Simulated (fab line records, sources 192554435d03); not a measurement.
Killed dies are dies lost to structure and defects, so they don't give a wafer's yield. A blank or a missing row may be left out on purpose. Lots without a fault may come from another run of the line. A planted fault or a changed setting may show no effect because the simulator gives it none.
Chamber matching | flow n5_finfet | N5_BEOL_M3_DESCUM_33 on rie_diel-05: 4 sister chambers
The step chemistry O2, time 7 s. 20 wafers are shown with their chamber, then 10 later ones without.

WAFERS WITH THEIR CHAMBER
wafer  | chamber | drypump_motor_current_A (A) | showerhead_plenum_p_Torr (Torr) | throttle_valve_pct (%)
L076.2 | 2       | 5.7                         | 2.16                            | 20.66
L076.4 | 0       | 5.2                         | 2.11                            | 20.62
L076.5 | 3       | 5.7                         | 2.21                            | 20.37
L084.1 | 2       | 5.8                         | 2.16                            | 20.65
L084.3 | 3       | 5.7                         | 2.21                            | 20.40
L084.4 | 0       | 5.2                         | 2.10                            | 20.63
L087.3 | 0       | 5.2                         | 2.10                            | 20.65
L087.5 | 3       | 5.7                         | 2.20                            | 20.41
L087.6 | 0       | 5.2                         | 2.10                            | 20.65
L088.1 | 1       | 5.8                         | 2.17                            | 20.52
L088.3 | 3       | 5.7                         | 2.20                            | 20.42
L088.5 | 2       | 5.8                         | 2.15                            | 20.67
L089.3 | 2       | 5.7                         | 2.15                            | 20.68
L089.5 | 2       | 5.7                         | 2.15                            | 20.67
L089.6 | 1       | 5.8                         | 2.17                            | 20.52
L092.1 | 1       | 5.8                         | 2.17                            | 20.55
L092.2 | 3       | 5.7                         | 2.20                            | 20.41
L092.6 | 1       | 5.8                         | 2.17                            | 20.55
L093.1 | 1       | 5.8                         | 2.17                            | 20.54
L093.3 | 3       | 5.7                         | 2.20                            | 20.42

SIGNATURES (means of the wafers above)
reading                  | chamber 0 | chamber 1 | chamber 2 | chamber 3 | scatter within a chamber
drypump_motor_current_A  | 5.200     | 5.800     | 5.740     | 5.700     | 0.0274
showerhead_plenum_p_Torr | 2.1025    | 2.1700    | 2.1540    | 2.2033    | 0.00453
throttle_valve_pct       | 20.6375   | 20.5360   | 20.6660   | 20.4050   | 0.0155
Rule: a wafer's distance from a chamber is the root of the sum, over the readings, of the square of ((its reading less the chamber's mean) divided by the reading's scatter). The wafer belongs to the nearest chamber; if the next one is less than 2 further off, it can't be placed. The scatter: the root of (the sum of the squares of (reading less its chamber's mean) over the shown wafers, divided by (wafers less chambers)).

WAFERS WITHOUT THEIR CHAMBER
wafer  | drypump_motor_current_A (A) | showerhead_plenum_p_Torr (Torr) | throttle_valve_pct (%)
L093.6 | 5.8                         | 2.17                            | 20.55
L095.1 | 5.8                         | 2.17                            | 20.53
L095.2 | 5.2                         | 2.10                            | 20.67
L095.5 | 5.8                         | 2.20                            | 20.44
L097.2 | 5.8                         | 2.17                            | 20.55
L097.5 | 5.3                         | 2.10                            | 20.67
L097.6 | 5.8                         | 2.17                            | 20.55
L096.1 | 5.8                         | 2.17                            | 20.55
L096.5 | 5.7                         | 2.15                            | 20.70
L096.6 | 5.8                         | 2.17                            | 20.55

WHICH CHAMBER EACH WENT THROUGH
wafer  | from the rows above | in truth
L093.6 | 1                   | 1
L095.1 | 1                   | 1
L095.2 | 0                   | 0
L095.5 | 3                   | 3
L097.2 | 1                   | 1
L097.5 | 0                   | 0
L097.6 | 1                   | 1
L096.1 | 1                   | 1
L096.5 | 2                   | 2
L096.6 | 1                   | 1
Placed correctly: 10 of 10. Can't be placed from these rows: 0. Placed wrongly: 0.
